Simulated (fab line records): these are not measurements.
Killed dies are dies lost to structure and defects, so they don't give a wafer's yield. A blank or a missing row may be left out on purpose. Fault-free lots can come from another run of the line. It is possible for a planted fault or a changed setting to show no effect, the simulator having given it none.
fab line records | flow n5-finfet
record lots=7 wafers=21
route steps=1938 shown TV_LITHO@1879 PASSIVATION@1929
start-h: hours from the record's opening day to when the first of the lot's shown wafers began | wait-h: time in hours since the lot's previous step | " same as the row above | L1.1+2: a row that stands for several wafers | - value missing, or start not given | * or withheld: withheld | < > ~ a bound
route shown NAME@n: names a module that has steps shown in the file, with the first one's number in the route | usual: mean/standard deviation of fault-free wafers | same: alike in all rows | chamber/n: place in a boat | sites: per-site readings | _std_site: standard deviation of those values | _edge_site: mean of outer sites minus mean of inner sites | radius-mm: how far each site lies from the wafer's centre | mask NAME#n: copy n | behind: tool/chamber where the wafer was last shaped | hold: why the lot was held/for how many hours/how that ended | device: transistor that didn't switch, given as n, p or np | end of line: the tests these same wafers got at the end of their route | a step given without rows: its recipe and nothing more | killed: the dies lost at the first sort to structure and to defects; this is not the yield of the wafer | map: per-die view of a wafer (x killed, . not killed, _ where there is no die)
set.NAME: setting as actually run; set.NAME@STEP: the setting as run at that earlier step | model.NAME: the simulator's own value behind a step, which no gauge read
one table per step and one row per wafer, for lots whose settings were changed on purpose
## steps
# step N5_PASSIVATION_EXPOSE_07
# recipe mask-id=TV na=0.55 source-shape=conventional sigma-outer=0.8 polarization=unpolarized defocus-nm=0 target-cd-nm=3000 dose-mj=22.75
# columns lot.wafer tool chamber start-h wait-h mask set.dose-mj
L076.1 krf-scanner-02 0 281.56 - TV#0 21.33
L076.2+6 " 0 " " TV#0 22.75
L080.1 krf-scanner-02 0 320.57 - TV#0 22.75
L080.2+5 " 0 " " TV#0 23.58
L074.4+5 krf-scanner-01 0 324.58 - TV#0 22.22
L074.6 " 0 " " TV#0 22.75
L084.2+3+6 krf-scanner-02 0 329.94 - TV#0 22.75
L088.1+2 krf-scanner-01 0 375.29 - TV#0 23.2
L088.5 " 0 " " TV#0 22.75
L093.1+6 krf-scanner-01 0 408.90 - TV#0 22.75
L093.3 " 0 " " TV#0 23.63
L097.1+6 krf-scanner-01 0 426.06 - TV#0 22.75
L097.2 " 0 " " TV#0 23.54
# step N5_PASSIVATION_PEB_08
# recipe peb-temp-c=withheld peb-time-s=*
# step N5_PASSIVATION_DEVELOP_09
# recipe develop-time-s=60 rinse-liquid=diw dry=air-spin dev-temp-c=21
# step N5_PASSIVATION_HARDBAKE_11
# recipe temp-c=130 time-s=120
# step N5_PASSIVATION_CD_MEAS_10
# recipe target-cd-nm=3000 landing-energy-ev=500 detector=se-inlens
# usual cd-nm=2999.8/2.2
# columns lot.wafer tool chamber start-h wait-h set.dose-mj@PASSIVATION_EXPOSE_07 cd-nm
L076.1 cd-sem-02 0 281.74 - 21.33 2986.7
L076.2 " 0 " " 22.75 3001.3
L076.6 " 0 " " 22.75 3001.3
L080.1 cd-sem-03 0 320.75 - 22.75 2998.7
L080.2 " 0 " " 23.58 3006.2
L080.5 " 0 " " 23.58 3009.6
L074.4 cd-sem-01 0 324.74 - 22.22 2997.7
L074.5 " 0 " " 22.22 2994.4
L074.6 " 0 " " 22.75 2997.7
L084.2 cd-sem-01 0 330.11 - 22.75 3000.2
L084.3 " 0 " " 22.75 2999.2
L084.6 " 0 " " 22.75 3000.8
L088.1 cd-sem-02 0 375.47 - 23.2 3003.1
L088.2 " 0 " " 23.2 3004.5
L088.5 " 0 " " 22.75 2996.8
L093.1 cd-sem-01 0 409.07 - 22.75 2997.1
L093.3 " 0 " " 23.63 3008.7
L093.6 " 0 " " 22.75 2997.8
L097.1 cd-sem-01 0 426.23 - 22.75 2998.9
L097.2 " 0 " " 23.54 3006.2
L097.6 " 0 " " 22.75 3002.2
# step N5_PASSIVATION_PASS_ETCH_47
# recipe chemistry=CF4/O2 target=SiNx target-depth-a=7700 time-s=385 ion-energy-ev=100 pressure-mtorr=40 source-w=535 bias-w=49 Ar_flow_sccm=100 cf4-flow-sccm=100 O2_flow_sccm=10
# usual rf-vpp-V=241/5.5
# columns lot.wafer tool chamber start-h wait-h set.source-w rf-vpp-V model.etch.depth-nm
L076.1 rie-diel-03 2 286.07 0.0 480.2 261 682.6
L076.2 " 1 " " 535 239 751.9
L076.6 " 2 " " 480.2 263 677.4
L080.1 rie-diel-01 2 324.88 0.0 583.3 232 828
L080.2 " 3 " " 583.3 236 821.9
L080.5 " 1 " " 535 244 771.5
L074.4 rie-diel-03 2 328.75 0.0 614.2 229 845.8
L074.5 " 0 " " 535 242 792.2
L074.6 " 3 " " 614.2 220 906.9
L084.2 rie-diel-03 0 333.98 0.0 535 242 782.7
L084.3 " 1 " " 535 240 750
L084.6 " 0 " " 535 240 783.6
L088.1 rie-diel-03 2 379.28 0.0 535 247 750.3
L088.2 " 1 " " 535 240 750.5
L088.5 " 0 " " 467 258 691.2
L093.1 rie-diel-01 2 413.17 0.0 498.4 252 747.8
L093.3 " 1 " " 535 242 767.4
L093.6 " 2 " " 535 243 804.1
L097.1 rie-diel-01 1 429.62 0.0 468.4 260 684.8
L097.2 " 0 " " 535 245 753.8
L097.6 " 0 " " 468.4 263 668
## key
split step=N5_PASSIVATION_EXPOSE_07 setting=dose-mj stated=22.75 by=wafer
response step=N5_PASSIVATION_CD_MEAS_10 reading=cd-nm change=+2.32 per=1% r=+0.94
split step=N5_PASSIVATION_PASS_ETCH_47 setting=source-w stated=535 by=wafer
response step=N5_PASSIVATION_PASS_ETCH_47 reading=rf-vpp-V change=-1.34 per=1% r=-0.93
response step=N5_PASSIVATION_PASS_ETCH_47 reading=model.etch.depth-nm change=+5.78 per=1% r=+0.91
